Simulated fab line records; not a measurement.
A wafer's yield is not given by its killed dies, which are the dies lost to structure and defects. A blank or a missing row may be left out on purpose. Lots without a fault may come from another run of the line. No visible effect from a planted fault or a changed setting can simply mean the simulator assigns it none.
Code-filled problem report in 8D (eight disciplines) form | flow nandHarc | the parts of the form that need people (team, actions taken, sign-off) are left out

== 1. THE PROBLEM ==
killedAtArray at NHARC_END_SORT_01 reads a mean of 669 on 1 wafer of 1 lot; wafers without a fault read 26 with a standard deviation of 9.1. That is +71 standard deviations from the usual mean.
First seen on wafer L606.3, day 24 11:22, on prober-01. At this step, 36 wafers from 12 lots have a number in the record. The rule behind "out" and "out of limits": a value lying over 4 standard deviations away from the usual mean. The rest of the wafers with a number are treated as sound.

== 2. WHAT IT IS AND WHAT IT IS NOT ==
question                    | is                        | is not
which readings at this step | killedAtArray, killedDies | killedAtOther, killedAtPeriphery, killedOpen, killedShort
which lots                  | L606                      | L591, L592, L593, L594, L595, L596, L598, L600, L601, L610, L613
which wafers of those lots  | L606.3                    | L606.1, L606.6
read on which gauges        | prober-01                 | prober-02
when                        | from day 24 11:22         | up to then (28 sound wafers); but 7 sound wafers of L606, L610, L613 came after

== 3. SUSPECTS, AND WHAT RULES EACH OUT ==
Counting: a tool at a process step up to the reading stays a suspect if it ran every lot that is out. Sound lots after the first of them don't rule it out here, since some wafers of a struck lot are sound.
- the gauge at NHARC_END_SORT_01 has been ruled out. All the wafers that are out were read on prober-01, but those of them that NHARC_A_STAIRCASE_ETCH_201 has rows for are out there too, on other tools.
- rieDiel-01 at NHARC_A_STAIRCASE_ETCH_27 (etches the open film in C4F8/O2, target depth 100 nm, time 40.5 s): kept. L606, the lot that is out, went through it at day 15 03:54; up to then, the latest sound lot through it was L601 at day 13 07:56. NHARC_A_STAIRCASE_ETCH_27: start missing for some lots; hours and lot order therefore follow NHARC_A_STAIRCASE_ETCH_201.
- rieDiel-08 at NHARC_A_STAIRCASE_ETCH_201 (etches the open film in C4F8/O2, target depth 100 nm, time 40.5 s): kept. L606, the lot that is out, went through it at day 15 03:54; up to then, the latest sound lot through it was L600 at day 13 09:56. Out on those wafers are its own readings of oesProductAu.
- rieDiel-08 at NHARC_A_STAIRCASE_TRIM_202 (chemistry O2, time 211.2 s): kept. L606, the lot that is out, went through it at day 15 04:25; up to then, the latest sound lot through it was L600 at day 13 10:20. NHARC_A_STAIRCASE_TRIM_202: start missing for some lots; hours and lot order therefore follow NHARC_A_STAIRCASE_STRIP_205.
- plasmaAsher-01 at NHARC_A_STAIRCASE_STRIP_205 (strips in O2): kept. L606, the lot that is out, went through it at day 15 04:25; up to then, the latest sound lot through it was L600 at day 13 10:20.
- Within rieDiel-08 at NHARC_A_STAIRCASE_ETCH_201: the wafers that are out ran in chamber 0; their sound lot-mates ran in chambers 2, 3.
Left after counting: rieDiel-01 at NHARC_A_STAIRCASE_ETCH_27, rieDiel-08 at NHARC_A_STAIRCASE_ETCH_201, rieDiel-08 at NHARC_A_STAIRCASE_TRIM_202, plasmaAsher-01 at NHARC_A_STAIRCASE_STRIP_205.

== 4. THE CAUSE (what the simulator had put in) ==
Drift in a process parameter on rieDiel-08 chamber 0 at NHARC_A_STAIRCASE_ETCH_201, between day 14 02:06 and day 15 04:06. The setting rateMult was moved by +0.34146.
This tool is one of the 4 suspects left after counting.

== 5. THE CHAIN OF EFFECTS, in route order ==
Each row: a reading where the mean over the struck wafers with a number is more than 3 standard deviations away from the usual. Only readings whose record carries a usual standard deviation are examined. hours: median over the lots of the time between each lot's start at the first step of this table that gives one and its start at this step. sigmas: the change, counted in usual standard deviations.
hours | step                       | reading       | usual      | on struck wafers | change | sigmas
0     | NHARC_A_STAIRCASE_ETCH_201 | oesProductAu  | 0.941 a.u. | 1.137            | +0.196 | +12
223   | NHARC_END_SORT_01          | killedAtArray | 26         | 669              | +643   | +71
223   | NHARC_END_SORT_01          | killedDies    | 30         | 677              | +647   | +70
Its process steps:
- NHARC_A_STAIRCASE_ETCH_201: etches the open film in C4F8/O2, target depth 100 nm, time 40.5 s.

== 6. WHAT WOULD HAVE CAUGHT IT SOONER ==
In this record the first reading out of limits at a measuring or inspecting step was taken at day 24 11:22, 249 hours after the fault began at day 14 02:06.
Tool's own readings at NHARC_A_STAIRCASE_ETCH_201, oesProductAu: out on all struck wafers the step has rows for; an alarm limit on them would have tripped on the first.
All the lots that are out (1) had begun NHARC_A_STAIRCASE_ETCH_201 on rieDiel-08 by day 24 11:22. Had the tool been put on hold then, not one of them would have been saved.
